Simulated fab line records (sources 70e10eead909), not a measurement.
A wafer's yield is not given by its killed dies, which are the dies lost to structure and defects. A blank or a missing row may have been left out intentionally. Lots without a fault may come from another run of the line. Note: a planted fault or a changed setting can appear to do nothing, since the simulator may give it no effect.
Matching of chambers ; flow nand harc ; 4 sister chambers for NHARC_P_BONDPAD_DESCUM_11 on rie diel-10
The step chemistry O2, time 3 s. 7 wafers are shown with their chamber, then 7 later ones without.

== WAFERS PAIRED WITH THEIR CHAMBERS ==
wafer;chamber;rf vpp V (V);oes product au (a.u.)
L086.4;1;57.9;1.003
L086.5;2;58.9;0.990
L091.1;3;56.2;0.992
L091.3;1;56.9;0.993
L091.4;0;60.8;1.009
L092.1;2;57.7;0.998
L092.4;0;58.4;0.999

== WAFERS WITH NO CHAMBER GIVEN ==
wafer;rf vpp V (V);oes product au (a.u.)
L092.6;59.1;1.004
L094.3;57.5;0.999
L094.4;58.3;0.992
L094.5;59.2;1.010
L097.1;58.2;1.013
L097.4;57.2;0.997
L097.5;57.8;0.988

== WHICH CHAMBER EACH ONE RAN IN ==
wafer;from the rows above;in truth
L092.6;can't be placed: 0 or 2 or 1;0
L094.3;can't be placed: 1 or 2 or 3 or 0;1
L094.4;can't be placed: 2 or 1 or 3 or 0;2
L094.5;can't be placed: 0 or 1 or 2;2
L097.1;can't be placed: 0 or 1 or 2 or 3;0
L097.4;can't be placed: 1 or 2 or 3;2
L097.5;can't be placed: 2 or 3 or 1 or 0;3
Correct placement for 0 of the 7. Can't be placed from these rows: 7 (the true chamber is among the candidates in 7). Placed wrongly: 0.
How it was worked out, from the rows above alone: a wafer's distance from a chamber is the root of the sum, over the readings, of the square of ((its reading less the chamber's mean) divided by the reading's scatter). The wafer belongs to the nearest chamber; if the next one is less than 2 further off, it can't be placed. The mean given for a chamber averages the wafers shown for that chamber. The scatter: the root of (the sum of the squares of (reading less its chamber's mean) over the shown wafers, divided by (wafers less chambers)).
